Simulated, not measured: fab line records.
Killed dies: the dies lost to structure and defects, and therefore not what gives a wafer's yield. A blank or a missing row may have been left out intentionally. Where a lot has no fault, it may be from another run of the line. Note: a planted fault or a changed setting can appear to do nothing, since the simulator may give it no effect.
fab line records	flow n5-finfet
[record] lots = 15	wafers = 45	last-day = 18
route steps=1938 shown FIN_SAQP@137 FIN_CUT@162
lots that met no fault: from a run of the same line without faults
start-h: the number of hours between the record's first day and the start of the first shown wafer of the lot	wait-h: hours elapsed since this lot's preceding step	" as in the row above	L1.1+2: a row that stands for several wafers	- either no value or no given start	* or withheld: withheld	< > ~ a bound
route shown NAME@n: names a module that has steps shown in the file, with the first one's number in the route	usual: mean/standard deviation taken from wafers without a fault	same: alike in all rows	chamber/n: place in a boat	sites: per-site readings	_std_site: standard deviation across them	_edge_site: outer sites' mean less inner sites'	radius-mm: for every site, how far away it sits from the centre of the wafer	mask NAME#n: copy n	behind: tool/chamber where the wafer was last shaped	hold: what put the lot on hold/how long, in hours/how the hold closed	device: the n, p or np transistor that did not switch	end of line: at the end of the route, the tests of the same wafers	where a step has no rows: the recipe by itself	killed: dies lost to structure and defects at the first sort, not the wafer's yield	map: dies across one wafer; x = killed, . = not, _ = none there
set.NAME: the run value of the setting; set.NAME@STEP: its run value at that earlier step	model.NAME: the simulator's own value behind a step, which no gauge read
steps of the route over a sample of lots; a table a step, a row a wafer
services: from which hour (start-h, from the record's first day; less than 0 if before it) a tool's chamber was out of use, for how many hours, and why
[[steps]]
[step N5_FIN_SAQP_RECESS_71]
[recipe] chemistry = HF/NH3	target = SiO2	target-depth-a = 30	afs-cycles = 1	temp-c = 30	sublimation-temp-c = 180	sublimation-time-s = 60
[usual] drypump-motor-current-A = 6.0/0.37	temp-c = 30.00/0.11
[same] afs-cycles = 1	sublimation-time-s = 60
lot.wafer	tool	chamber	start-h	wait-h	drypump-motor-current-A	temp-c
L697.2	vapor-etch-02	0	30.68	0.0	6.3	30.21
L697.4	"	0	"	"	6.2	30.18
L697.5	"	0	"	"	6.2	30.08
L698.1	vapor-etch-02	1	37.63	0.0	5.7	29.88
L698.4	"	0	"	"	6.2	30.05
L698.5	"	0	"	"	6.2	30.07
L699.3	vapor-etch-01	0	44.89	0.1	6.6	30.07
L699.5	"	1	"	"	5.7	29.98
L699.6	"	0	"	"	6.6	30.05
L700.1	vapor-etch-01	0	49.59	0.0	6.6	30.08
L700.2	"	1	"	"	5.7	29.89
L700.5	"	0	"	"	6.6	30.16
L701.2	vapor-etch-02	0	56.39	0.0	6.2	29.99
L701.3	"	1	"	"	5.7	29.84
L701.6	"	0	"	"	6.2	30.08
L707.1	vapor-etch-02	0	91.14	0.0	6.2	29.99
L707.3	"	1	"	"	5.7	29.86
L707.6	"	1	"	"	5.7	29.88
L708.3	vapor-etch-01	1	97.61	0.1	5.7	30.09
L708.4	"	0	"	"	6.6	30.09
L708.5	"	1	"	"	5.7	30.04
L709.2	vapor-etch-02	1	105.42	0.0	5.7	29.98
L709.3	"	0	"	"	6.2	30.03
L709.5	"	0	"	"	6.2	30.05
L713.1	vapor-etch-02	1	126.69	0.0	5.7	30.11
L713.2	"	0	"	"	6.2	30.13
L713.4	"	0	"	"	6.2	30.09
L714.1	vapor-etch-02	1	132.48	0.0	5.7	29.88
L714.2	"	0	"	"	6.2	29.90
L714.3	"	0	"	"	6.2	29.99
L715.1	vapor-etch-02	0	138.14	0.0	6.2	30.02
L715.3	"	0	"	"	6.2	30.13
L715.5	"	1	"	"	5.7	30.12
L716.1	vapor-etch-02	0	145.99	0.0	6.2	29.90
L716.4	"	0	"	"	6.2	29.92
L716.5	"	1	"	"	5.7	30.05
L717.2	vapor-etch-01	0	151.71	0.0	6.6	29.94
L717.3	"	1	"	"	5.7	30.11
L717.6	"	1	"	"	5.7	29.97
L718.1	vapor-etch-02	0	157.20	0.0	6.2	30.05
L718.3	"	0	"	"	6.2	30.00
L718.4	"	1	"	"	5.7	29.98
L719.3	vapor-etch-01	1	162.88	0.5	5.7	30.04
L719.5	"	0	"	"	6.6	30.04
L719.6	"	1	"	"	5.7	30.03
[step N5_FIN_SAQP_HM_OPEN_33]
[recipe] chemistry = CH3F/O2	target = SiNx	mask-material = SiO2	target-depth-a = 494	time-s = 70.6	pressure-mtorr = 30	source-w = 395	bias-w = 73	Ar_flow_sccm = 150	CH3F_flow_sccm = 30	O2_flow_sccm = 20	ion-energy-ev = 120	ends = cleared
[usual] CH3F_flow_sccm = 30.01/0.1	chamber-pressure-mTorr = 30.000/0.026	drypump-motor-current-A = 5.7/0.53	etch-rf-on-time-s = 69.0/1.4	oes-product-au = 0.69/0.06	rf-vpp-V = 296/5.4	showerhead-plenum-p-Torr = 2.01/0.051	throttle-valve-pct = 16.35/0.28
lot.wafer	tool	chamber	start-h	wait-h	CH3F_flow_sccm	chamber-pressure-mTorr	drypump-motor-current-A	etch-rf-on-time-s	oes-product-au	rf-hours-counter-h	rf-vpp-V	showerhead-plenum-p-Torr	throttle-valve-pct
L697.2	rie-diel-01	3	31.83	0.4	29.80	29.984	6.2	68.8	0.77	9	294	2.05	15.79
L697.4	"	3	"	"	29.96	30.003	6.3	68.8	0.78	-	293	2.05	15.79
L697.5	"	2	"	"	30.15	29.984	5.1	69.5	0.73	-	306	1.95	16.18
L698.1	rie-diel-01	3	38.88	0.0	29.94	29.988	6.2	67.1	0.77	13	292	2.04	15.77
L698.4	"	1	"	"	29.95	30.034	5.5	67.8	0.77	-	297	2.07	16.20
L698.5	"	2	"	"	29.93	29.997	5.1	69.0	0.73	-	307	1.95	16.20
L699.3	rie-diel-04	3	45.62	0.0	29.92	29.979	5.3	69.3	0.68	124	300	1.94	16.47
L699.5	"	3	"	"	29.95	29.992	5.3	69.8	0.67	-	302	1.94	16.48
L699.6	"	2	"	"	29.87	30.012	6.2	68.0	0.84	-	292	1.95	15.89
L700.1	rie-diel-04	0	50.30	0.0	29.95	29.994	6.8	69.1	0.64	159	300	1.92	16.68
L700.2	"	2	"	"	30.00	29.973	6.1	68.2	0.83	4	291	1.95	15.86
L700.5	"	2	"	"	29.99	30.009	6.1	68.9	0.84	-	290	1.95	15.89
L701.2	rie-diel-04	3	58.28	0.1	29.98	29.981	5.3	67.5	0.68	128	300	1.93	16.50
L701.3	"	2	"	"	30.03	29.970	6.2	67.5	0.82	6	292	1.95	15.90
L701.6	"	3	"	"	29.89	29.997	5.3	67.7	0.68	-	300	1.93	16.47
L707.1	rie-diel-01	1	92.03	0.0	29.83	30.018	5.4	66.3	0.74	40	297	2.06	16.24
L707.3	"	2	"	"	29.97	29.979	5.2	69.2	0.70	65	305	1.94	16.23
L707.6	"	1	"	"	30.04	30.013	5.4	66.8	0.73	-	297	2.06	16.24
L708.3	rie-diel-01	1	100.05	0.0	29.96	29.985	5.5	67.9	0.74	43	297	2.06	16.24
L708.4	"	3	"	"	30.18	30.037	6.3	69.8	0.73	35	292	2.04	15.82
L708.5	"	2	"	"	30.03	29.977	5.1	70.9	0.70	-	305	1.94	16.24
L709.2	rie-diel-02	0	108.55	0.1	30.12	30.023	5.6	70.1	0.62	215	294	2.06	16.62
L709.3	"	2	"	"	30.00	29.957	5.8	68.2	0.66	149	301	2.08	16.32
L709.5	"	1	"	"	30.02	29.972	6.6	68.4	0.64	-	301	2.01	16.56
L713.1	rie-diel-02	1	127.41	0.0	30.02	30.028	6.6	68.4	0.63	146	301	2.00	16.57
L713.2	"	2	"	"	30.12	29.955	5.8	68.1	0.65	157	301	2.08	16.34
L713.4	"	3	"	"	30.26	30.006	5.0	69.4	0.64	162	291	1.99	16.73
L714.1	rie-diel-02	3	133.30	0.0	29.89	29.957	5.0	67.8	0.64	164	291	1.99	16.73
L714.2	"	2	"	"	29.93	30.043	5.8	69.5	0.65	159	300	2.08	16.32
L714.3	"	1	"	"	29.91	30.031	6.6	69.3	0.63	148	303	2.00	16.58
L715.1	rie-diel-01	3	138.96	0.0	30.09	30.020	6.2	72.5	0.70	49	292	2.03	15.85
L715.3	"	2	"	"	29.98	29.990	5.2	70.2	0.69	81	304	1.94	16.27
L715.5	"	3	"	"	30.00	29.997	6.2	71.8	0.71	-	292	2.03	15.84
L716.1	rie-diel-01	0	146.73	0.0	29.93	29.958	5.3	69.2	0.75	37	289	2.04	16.33
L716.4	"	1	"	"	29.83	29.975	5.4	69.9	0.71	61	295	2.05	16.28
L716.5	"	1	"	"	29.97	30.047	5.4	71.3	0.71	-	296	2.05	16.27
L717.2	rie-diel-02	1	152.42	0.0	30.03	29.962	6.6	69.0	0.62	156	301	2.00	16.59
L717.3	"	2	"	"	30.01	29.974	5.8	68.2	0.65	166	300	2.08	16.35
L717.6	"	1	"	"	29.87	29.973	6.6	69.4	0.63	-	301	2.00	16.58
L718.1	rie-diel-01	1	157.91	0.0	30.04	30.032	5.4	66.6	0.71	65	295	2.05	16.30
L718.3	"	0	"	"	30.12	30.010	5.3	67.7	0.75	41	287	2.04	16.33
L718.4	"	3	"	"	30.13	29.960	6.3	69.5	0.71	55	293	2.03	15.86
L719.3	rie-diel-01	0	163.66	0.1	29.97	30.020	5.3	67.8	0.74	42	289	2.04	16.34
L719.5	"	3	"	"	30.10	30.018	6.2	70.0	0.71	-	291	2.03	15.87
L719.6	"	2	"	"	30.01	30.034	5.1	68.8	0.69	-	306	1.93	16.30
[step N5_FIN_CUT_DEVELOP_07]
[recipe] develop-time-s = 30	developer = TMAH	resist = CAR-EUV	rinse-liquid = surfactant-rinse	dry = air-spin	dev-temp-c = 23
[usual] chill-plate-temp-C = 23.00/0.1	develop-time-s = 30/0
lot.wafer	tool	chamber	start-h	wait-h	chill-plate-temp-C	develop-time-s
L697.2	litho-track-04	0	32.61	-	23.01	30
L697.4	"	0	"	"	22.77	30
L697.5	"	0	"	"	23.09	30
L698.1	litho-track-03	0	39.78	-	23.04	30
L698.4	"	0	"	"	23.12	30
L698.5	"	0	"	"	22.91	30
L699.3	litho-track-03	0	46.53	-	23.08	30
L699.5	"	0	"	"	23.00	30
L699.6	"	0	"	"	23.12	30
L700.1	litho-track-05	0	51.08	-	22.85	30
L700.2	"	0	"	"	23.04	30
L700.5	"	0	"	"	22.96	30
L701.2	litho-track-05	0	59.19	-	22.90	30
L701.3	"	0	"	"	23.07	30
L701.6	"	0	"	"	23.12	30
L707.1	litho-track-04	-	92.80	-	-	-
L707.3	"	-	"	"	-	-
L707.6	"	-	"	"	-	-
L708.3	litho-track-03	-	100.83	-	-	-
L708.4	"	-	"	"	-	-
L708.5	"	-	"	"	-	-
L709.2	litho-track-04	-	109.46	-	-	-
L709.3	"	-	"	"	-	-
L709.5	"	-	"	"	-	-
L713.1	litho-track-04	0	128.18	-	22.95	30
L713.2	"	0	"	"	22.99	30
L713.4	"	0	"	"	23.02	30
L714.1	litho-track-03	0	134.08	-	22.88	30
L714.2	"	0	"	"	22.87	30
L714.3	"	0	"	"	22.89	30
L715.1	litho-track-04	0	139.87	-	22.89	30
L715.3	"	0	"	"	22.91	30
L715.5	"	0	"	"	22.78	30
L716.1	litho-track-04	0	147.51	-	22.99	30
L716.4	"	0	"	"	22.78	30
L716.5	"	0	"	"	23.07	30
L717.2	litho-track-03	0	153.33	-	23.01	30
L717.3	"	0	"	"	23.03	30
L717.6	"	0	"	"	23.07	30
L718.1	litho-track-03	0	158.69	-	22.78	30
L718.3	"	0	"	"	22.77	30
L718.4	"	0	"	"	22.96	30
L719.3	litho-track-05	0	164.56	-	23.06	30
L719.5	"	0	"	"	22.95	30
L719.6	"	0	"	"	23.03	30
[step N5_FIN_CUT_ETCH_30]
[recipe] chemistry = N2/H2	target = underlayer	target-depth-a = 130	mask-material = CAR-EUV	time-s = 10.4	ion-energy-ev = 200	pressure-mtorr = 30	source-w = 840	bias-w = 150	n2-flow-sccm = 200	h2-flow-sccm = 200	ends = cleared
[usual] chamber-pressure-mTorr = 30.00/0.03	drypump-motor-current-A = 5.39/0.27	etch-rf-on-time-s = 10.44/0.24	oes-product-au = 0.63/0.047	rf-vpp-V = 525.2/1.8	showerhead-plenum-p-Torr = 2.59/0.063	throttle-valve-pct = 17.94/0.26
lot.wafer	tool	chamber	start-h	wait-h	chamber-pressure-mTorr	drypump-motor-current-A	etch-rf-on-time-s	oes-product-au	rf-hours-counter-h	rf-vpp-V	showerhead-plenum-p-Torr	throttle-valve-pct
L697.2	rie-diel-05	2	32.88	0.0	30.02	5.70	9.94	0.63	211	527.8	2.62	17.96
L697.4	"	1	"	"	30.00	5.44	10.80	0.58	235	522.6	2.51	17.75
L697.5	"	0	"	"	30.00	5.06	10.57	0.60	-	525.8	2.65	18.27
L698.1	rie-diel-05	3	40.00	0.0	30.04	5.32	10.40	0.66	114	523.6	2.55	17.92
L698.4	"	0	"	"	29.95	5.01	10.70	0.60	210	526.1	2.65	18.25
L698.5	"	1	"	"	29.99	5.45	10.92	0.58	-	522.0	2.51	17.73
L699.3	rie-diel-05	3	46.74	0.0	30.02	5.32	10.12	0.67	117	523.4	2.55	17.93
L699.5	"	1	"	"	30.00	5.47	10.70	0.58	-	522.2	2.50	17.74
L699.6	"	2	"	"	30.01	5.71	10.00	0.62	-	524.5	2.62	17.96
L700.1	rie-diel-06	2	51.41	0.0	30.03	5.90	10.49	0.65	158	522.9	2.57	18.44
L700.2	"	3	"	"	29.96	5.35	10.36	0.65	122	524.6	2.56	18.00
L700.5	"	0	"	"	30.00	5.08	10.12	0.67	-	527.5	2.69	17.83
L701.2	rie-diel-05	0	59.42	0.0	29.98	5.03	10.52	0.60	217	526.0	2.64	18.28
L701.3	"	3	"	"	29.98	5.33	10.20	0.66	121	524.6	2.55	17.90
L701.6	"	2	"	"	30.01	5.69	9.95	0.63	-	525.7	2.62	17.97
L707.1	rie-diel-05	3	93.04	0.0	29.97	5.32	10.26	0.65	133	525.0	2.54	17.96
L707.3	"	3	"	"	30.01	5.31	10.28	0.64	-	523.7	2.54	17.93
L707.6	"	2	"	"	30.02	5.70	10.03	0.61	-	525.1	2.61	18.01
L708.3	rie-diel-06	2	101.30	0.0	29.96	5.92	10.39	0.64	173	525.8	2.56	18.44
L708.4	"	0	"	"	29.97	5.10	10.08	0.65	124	527.3	2.68	17.85
L708.5	"	2	"	"	29.99	5.92	10.44	0.65	-	522.9	2.56	18.46
L709.2	rie-diel-03	1	109.67	0.0	29.99	5.29	10.34	0.73	35	528.3	2.69	17.55
L709.3	"	2	"	"	29.98	5.26	10.59	0.60	207	523.8	2.52	18.10
L709.5	"	1	"	"	30.02	5.30	10.47	0.72	-	528.5	2.69	17.58
L713.1	rie-diel-06	3	128.40	0.0	30.00	5.28	10.46	0.63	146	524.1	2.55	18.06
L713.2	"	0	"	"	29.98	5.09	10.20	0.64	132	527.5	2.68	17.88
L713.4	"	0	"	"	29.96	5.09	10.25	0.65	-	527.7	2.68	17.86
L714.1	rie-diel-03	3	134.32	0.0	29.99	5.11	10.34	0.60	229	526.5	2.63	18.23
L714.2	"	0	"	"	30.03	5.95	10.71	0.62	177	523.1	2.52	17.51
L714.3	"	1	"	"	29.96	5.28	10.45	0.71	43	527.4	2.68	17.55
L715.1	rie-diel-05	3	140.09	0.0	29.99	5.34	10.33	0.64	145	525.7	2.54	17.98
L715.3	"	2	"	"	29.98	5.67	10.08	0.60	245	526.1	2.61	18.02
L715.5	"	2	"	"	30.02	5.68	10.10	0.60	-	526.1	2.61	18.00
L716.1	rie-diel-06	1	147.73	0.0	29.94	5.40	10.46	0.58	241	525.3	2.61	18.02
L716.4	"	2	"	"	30.04	5.91	10.41	0.64	180	521.9	2.56	18.46
L716.5	"	1	"	"	29.97	5.44	10.40	0.59	-	525.2	2.61	18.01
L717.2	rie-diel-03	1	153.55	0.0	29.98	5.28	10.43	0.70	50	528.6	2.68	17.60
L717.3	"	0	"	"	30.03	5.93	10.82	0.61	183	524.3	2.52	17.52
L717.6	"	0	"	"	29.95	5.94	10.78	0.61	-	523.1	2.52	17.51
L718.1	rie-diel-03	1	159.06	0.0	30.03	5.28	10.56	0.70	52	527.4	2.68	17.60
L718.3	"	0	"	"	30.04	5.93	10.78	0.61	185	522.7	2.52	17.53
L718.4	"	3	"	"	29.96	5.14	10.51	0.59	237	524.4	2.63	18.24
L719.3	rie-diel-05	1	164.78	0.0	29.99	5.47	10.22	0.80	17	524.7	2.49	17.39
L719.5	"	3	"	"	30.01	5.31	10.31	0.63	-	525.1	2.53	17.97
L719.6	"	0	"	"	29.99	5.04	10.58	0.58	-	525.1	2.63	18.33
[[services]]
tool	chamber	start-h	hours	kind
rie-diel-04	2	16.70	-	clean
rie-diel-04	2	16.70	-	consumable-replace:focus-ring
rie-diel-04	2	16.70	23.2	scheduled-down
rie-diel-01	0	22.06	-	clean
rie-diel-01	0	22.06	-	consumable-replace:focus-ring
rie-diel-01	0	22.06	25.2	scheduled-down
rie-diel-01	0	22.06	25.2	vent-cycle
litho-track-03	-	31.01	-	consumable-replace:filter
rie-diel-02	2	33.11	2.0	repair
rie-diel-04	-	44.12	0.5	repair
rie-diel-04	3	59.49	4.5	repair
rie-diel-02	3	62.52	4.2	repair
rie-diel-05	1	77.53	-	clean
rie-diel-05	1	77.53	-	consumable-replace:focus-ring
rie-diel-05	1	77.53	21.6	scheduled-down
rie-diel-05	1	77.53	21.6	vent-cycle
rie-diel-05	0	91.43	9.1	repair
rie-diel-06	2	118.80	26.8	repair
rie-diel-04	0	143.65	8.5	repair
rie-diel-05	2	156.15	-	clean
rie-diel-05	2	156.15	-	consumable-replace:focus-ring
rie-diel-05	2	156.15	14.8	scheduled-down
rie-diel-05	2	156.15	14.8	vent-cycle
vapor-etch-02	-	162.38	2.8	pm
[[key]]
[first-sign] step = N5_FIN_CUT_DEVELOP_07	reading = tool-record	direction = missing
effect none on later readings
met-at N5_FIN_CUT_DEVELOP_07
struck-lots L707,L708,L709
later-rows-left-out L707.1,L707.3,L707.6,L708.3,L708.4,L708.5,L709.2,L709.3,L709.5
sort-left-out L707.1,L707.3,L707.6,L708.3,L708.4,L708.5,L709.2,L709.3,L709.5
not-acting-at N5_FIN_SAQP_RECESS_71,N5_FIN_SAQP_HM_OPEN_33,N5_FIN_CUT_ETCH_30
onset-between 46.53 92.80
[fault] kind = skipped-step-whole	tool = litho-track-03,litho-track-04	chamber = -	onset-h = 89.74	steps = N5_FIN_CUT_DEVELOP_07	scope = struck-lots-only
// sort-left-out: the simulated sort isn't trusted on such a fault, so these wafers' sort isn't shown, and their yield isn't known
// later-rows-left-out: the simulator's readings of these wafers behind a module that went badly wrong aren't trusted and aren't shown, but for the sort
